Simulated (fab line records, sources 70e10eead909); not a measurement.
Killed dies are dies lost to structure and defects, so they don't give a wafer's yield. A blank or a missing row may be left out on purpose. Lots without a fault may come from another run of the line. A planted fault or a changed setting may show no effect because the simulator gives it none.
Problem report in the 8D (eight disciplines) form, filled by code | flow nand_harc | the parts of the form that need people (team, actions taken, sign-off) are left out

1. THE PROBLEM
raw_defect_count at NHARC_P_GATE_INSPECT_68 reads a mean of 693 on 9 wafers of 3 lots; wafers without a fault read 211 with a standard deviation of 73. That is +6.6 standard deviations from the usual mean.
First seen on wafer L837.3, day 9 05:19, on defect_inspect-02. The record holds 36 wafers of 12 lots with a number at this step. Rule for "out", or "out of limits": more than 4 standard deviations from the usual mean. The other wafers with a number count as sound.

2. WHAT IT IS AND WHAT IT IS NOT
question                    | is                     | is not
which readings at this step | raw_defect_count       | -
which lots                  | L837, L838, L841       | L823, L824, L828, L830, L831, L832, L833, L834, L835
which wafers of those lots  | all that have a number | -
read on which gauges        | defect_inspect-02      | defect_inspect-01
when                        | from day 9 05:19       | up to then (27 sound wafers)

3. SUSPECTS, AND WHAT RULES EACH OUT
Counting: a tool at a process step up to the reading stays a suspect if it ran every lot that is out and no sound lot after the first of them.
- the gauge at NHARC_P_GATE_INSPECT_68: ruled out. All the wafers that are out were read on defect_inspect-02, but those of them that NHARC_END_SORT_01 has rows for are out there too, on other tools.
- rie_diel-12 at NHARC_P_GATE_ETCH_114 (etches the open film in CF4/O2, target depth 30 nm, overetch 3 nm, time 16.5 s): kept. It ran every lot that is out, first L837 (day 8 11:00), and no sound lot after that; its last sound lot up to then is L833 (day 8 02:00).
Left after counting: rie_diel-12 at NHARC_P_GATE_ETCH_114.

4. THE CAUSE (what the simulator had put in)
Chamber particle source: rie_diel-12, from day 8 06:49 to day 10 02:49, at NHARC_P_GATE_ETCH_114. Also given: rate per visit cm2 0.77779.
Counting left only this tool.

5. THE CHAIN OF EFFECTS, in route order
Each row: a reading whose mean over the struck wafers that have a number lies more than 3 standard deviations from the usual. Only readings for which the record gives a usual standard deviation are gone through. hours: the time from each lot's start at the first step in this table that gives one to its start at this step, as a median over the lots. sigmas: the change in usual standard deviations.
hours | step                    | reading             | usual | on struck wafers | change | sigmas
0     | NHARC_P_GATE_INSPECT_68 | raw_defect_count    | 211   | 693              | +482   | +6.6
330   | NHARC_END_SORT_01       | killed_at_periphery | 3.8   | 75.0             | +71.2  | +25
330   | NHARC_END_SORT_01       | killed_dies         | 33    | 110              | +77    | +6.4

6. WHAT WOULD HAVE CAUGHT IT SOONER
In this record the first reading out of limits at a measuring or inspecting step was taken at day 9 05:19, 22 hours after the fault began at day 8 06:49.
Of the tool readings at NHARC_P_GATE_ETCH_114 for which the record gives a usual standard deviation, none was out on any struck wafer, so an alarm limit of 4 standard deviations on them would not have fired.
Of the lots that are out (3), L841 began NHARC_P_GATE_ETCH_114 on rie_diel-12 after day 9 05:19. A hold on the tool at that time would have spared it.
